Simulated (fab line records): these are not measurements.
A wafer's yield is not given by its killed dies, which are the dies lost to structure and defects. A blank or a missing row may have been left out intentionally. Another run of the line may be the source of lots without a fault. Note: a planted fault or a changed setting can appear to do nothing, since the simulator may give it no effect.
A struck lot beside a sound one / flow nand_harc / 13 steps out of a route of 1159
Sound: wafers L225.1, L225.2, L225.6. The struck wafers were L229.1, L229.3, L229.4. The cause comes at the end.
Each step with rows lists, per side, the tool, then ch with its chambers, then its first start. Under that, the readings that differ: sound wafers / struck wafers / difference of the means / sigmas: that difference in standard deviations of wafers without a fault.
alike: readings with means less than 2 such deviations apart, plus words and numbers identical on both sides. not compared: withheld readings, readings lacking a value on some wafer, bounds such as >300 that could conceal the same value, and numbers that have no deviation in the record and whose values overlap.
Wherever a step has rows on one side only, a row that says differs or no value, or a row with sigmas, the two part there. Numbers that have no deviation but don't overlap get no sigmas and don't part them. A reading that every wafer of one side lacks parts them only if that side has two wafers or more.

first, 2 steps without rows for these wafers: NHARC_A_SOURCE_PLATE_SRD_01; NHARC_A_SOURCE_PLATE_OXIDE_02 (material SiO2, target thk 10 nm, ox time 1362 s).
NHARC_A_SOURCE_PLATE_THK_MEAS_09: measures by ellipsometry.
  sound: film_metro-02 at day 6 22:29; struck: film_metro-02 at day 8 06:14
  alike: thk_nm
then, 3 steps without rows for these wafers: NHARC_A_SOURCE_PLATE_PVD_04 (deposits WSi2, target thk 50 nm); NHARC_A_SOURCE_PLATE_CVD_03 (deposits poly-Si, target thk 200 nm, time 4000 s); NHARC_A_SOURCE_PLATE_ANNEAL_05 (time 1800 s).
NHARC_A_SOURCE_PLATE_THK_MEAS_06: measures by ellipsometry.
  sound: film_metro-02 at day 7 13:57; struck: film_metro-01 at day 8 21:06
  alike: thk_nm
NHARC_A_SOURCE_PLATE_INSPECT_08:
  sound: defect_inspect-02 at day 7 14:02; struck: defect_inspect-01 at day 8 21:11
  alike: raw_defect_count
then NHARC_A_ONON_D1_DEP_00 (target thk 1000 nm), 1 step lacking rows for these wafers.
NHARC_A_ONON_D1_THK_MEAS_02: measures by ellipsometry.
  sound: film_metro-01 at day 7 14:37; struck: film_metro-01 at day 8 21:46
reading=thk_nm (nm); sound=1015 1015 1014; struck=996 997 996; difference=-18; sigmas=-3
NHARC_A_ONON_D1_DEP_03: target thk 1000 nm.
  sound on pecvd_onon-01 ch 0, day 7 14:49; struck on pecvd_onon-04 ch 0, day 8 21:49
  alike: sih4_flow_sccm
NHARC_A_ONON_D1_THK_MEAS_05: measures by ellipsometry.
  sound: film_metro-02 at day 7 15:20; struck: film_metro-01 at day 8 22:30
reading=thk_nm (nm); sound=995 994 995; struck=1480 1479 1479; difference=+485; sigmas=+44
  not compared: hold
after that, 1 step had no rows for these wafers: NHARC_END_SORT_01.

## WHERE THEY PART
First at NHARC_A_ONON_D1_THK_MEAS_02; last, within this record, at NHARC_A_ONON_D1_THK_MEAS_05.

WHY: the cause the simulator had injected
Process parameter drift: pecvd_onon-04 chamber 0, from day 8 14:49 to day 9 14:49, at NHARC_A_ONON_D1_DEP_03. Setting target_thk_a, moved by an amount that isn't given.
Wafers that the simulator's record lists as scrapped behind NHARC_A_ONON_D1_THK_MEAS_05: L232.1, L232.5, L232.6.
